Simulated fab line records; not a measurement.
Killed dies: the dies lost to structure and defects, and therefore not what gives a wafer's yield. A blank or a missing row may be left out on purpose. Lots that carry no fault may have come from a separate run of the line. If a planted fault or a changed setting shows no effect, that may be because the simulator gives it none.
Matching of chambers || flow n5 finfet || N5_HKMG_FIN_ETCH_86 on rie diel-05: 4 sister chambers
The step etches SOC in N2/H2, stops on TiN, target depth 393.2 nm. 14 wafers are shown with their chamber, then 7 later ones without.

WAFERS WITH THEIR CHAMBER
{"wafer": "L076.2", "chamber": 3, "drypump motor current A (A)": 4.8, "throttle valve pct (%)": 17.79, "showerhead plenum p Torr (Torr)": 2.66}
{"wafer": "L076.3", "chamber": 1, "drypump motor current A (A)": 5.4, "throttle valve pct (%)": 17.71, "showerhead plenum p Torr (Torr)": 2.52}
{"wafer": "L076.4", "chamber": 2, "drypump motor current A (A)": 6.3, "throttle valve pct (%)": 18.14, "showerhead plenum p Torr (Torr)": 2.45}
{"wafer": "L079.1", "chamber": 3, "drypump motor current A (A)": 4.8, "throttle valve pct (%)": 17.80, "showerhead plenum p Torr (Torr)": 2.65}
{"wafer": "L079.3", "chamber": 0, "drypump motor current A (A)": 5.2, "throttle valve pct (%)": 17.43, "showerhead plenum p Torr (Torr)": 2.53}
{"wafer": "L079.4", "chamber": 2, "drypump motor current A (A)": 6.2, "throttle valve pct (%)": 18.15, "showerhead plenum p Torr (Torr)": 2.44}
{"wafer": "L084.3", "chamber": 3, "drypump motor current A (A)": 4.8, "throttle valve pct (%)": 17.82, "showerhead plenum p Torr (Torr)": 2.65}
{"wafer": "L084.4", "chamber": 0, "drypump motor current A (A)": 5.2, "throttle valve pct (%)": 17.44, "showerhead plenum p Torr (Torr)": 2.52}
{"wafer": "L084.6", "chamber": 2, "drypump motor current A (A)": 6.3, "throttle valve pct (%)": 18.17, "showerhead plenum p Torr (Torr)": 2.44}
{"wafer": "L086.1", "chamber": 2, "drypump motor current A (A)": 6.2, "throttle valve pct (%)": 18.18, "showerhead plenum p Torr (Torr)": 2.44}
{"wafer": "L086.2", "chamber": 3, "drypump motor current A (A)": 4.8, "throttle valve pct (%)": 17.82, "showerhead plenum p Torr (Torr)": 2.65}
{"wafer": "L086.6", "chamber": 1, "drypump motor current A (A)": 5.4, "throttle valve pct (%)": 17.75, "showerhead plenum p Torr (Torr)": 2.51}
{"wafer": "L087.1", "chamber": 1, "drypump motor current A (A)": 5.4, "throttle valve pct (%)": 17.76, "showerhead plenum p Torr (Torr)": 2.51}
{"wafer": "L087.5", "chamber": 0, "drypump motor current A (A)": 5.2, "throttle valve pct (%)": 17.45, "showerhead plenum p Torr (Torr)": 2.52}

SIGNATURES, as means of the wafers listed above
{"reading": "drypump motor current A", "chamber 0": 5.200, "chamber 1": 5.400, "chamber 2": 6.250, "chamber 3": 4.800, "scatter within a chamber": 0.0316}
{"reading": "throttle valve pct", "chamber 0": 17.4400, "chamber 1": 17.7400, "chamber 2": 18.1600, "chamber 3": 17.8075, "scatter within a chamber": 0.0181}
{"reading": "showerhead plenum p Torr", "chamber 0": 2.5233, "chamber 1": 2.5133, "chamber 2": 2.4425, "chamber 3": 2.6525, "scatter within a chamber": 0.00532}
Rule: for a wafer and a chamber, the distance is found by dividing, reading by reading, the gap between the wafer's reading and the chamber's mean by the reading's scatter, squaring, summing and taking the root. The wafer belongs to the nearest chamber; if the next one is less than 2 further off, it can't be placed. The scatter: take each reading less its chamber's mean, square it, sum over the shown wafers, divide by the number of wafers less the number of chambers, and take the root.

WAFERS WITH NO CHAMBER GIVEN
{"wafer": "L087.6", "drypump motor current A (A)": 5.4, "throttle valve pct (%)": 17.76, "showerhead plenum p Torr (Torr)": 2.51}
{"wafer": "L093.1", "drypump motor current A (A)": 5.4, "throttle valve pct (%)": 17.77, "showerhead plenum p Torr (Torr)": 2.50}
{"wafer": "L093.2", "drypump motor current A (A)": 4.8, "throttle valve pct (%)": 17.83, "showerhead plenum p Torr (Torr)": 2.64}
{"wafer": "L093.6", "drypump motor current A (A)": 5.2, "throttle valve pct (%)": 17.47, "showerhead plenum p Torr (Torr)": 2.51}
{"wafer": "L094.3", "drypump motor current A (A)": 5.4, "throttle valve pct (%)": 17.77, "showerhead plenum p Torr (Torr)": 2.50}
{"wafer": "L094.4", "drypump motor current A (A)": 5.2, "throttle valve pct (%)": 17.49, "showerhead plenum p Torr (Torr)": 2.51}
{"wafer": "L094.6", "drypump motor current A (A)": 5.4, "throttle valve pct (%)": 17.79, "showerhead plenum p Torr (Torr)": 2.50}

WHICH CHAMBER EACH ONE RAN IN
{"wafer": "L087.6", "from the rows above": 1, "in truth": 1}
{"wafer": "L093.1", "from the rows above": 1, "in truth": 1}
{"wafer": "L093.2", "from the rows above": 3, "in truth": 3}
{"wafer": "L093.6", "from the rows above": 0, "in truth": 0}
{"wafer": "L094.3", "from the rows above": 1, "in truth": 1}
{"wafer": "L094.4", "from the rows above": 0, "in truth": 0}
{"wafer": "L094.6", "from the rows above": 1, "in truth": 1}
7 of 7 placed correctly. Can't be placed from these rows: 0. Wrongly placed: 0.
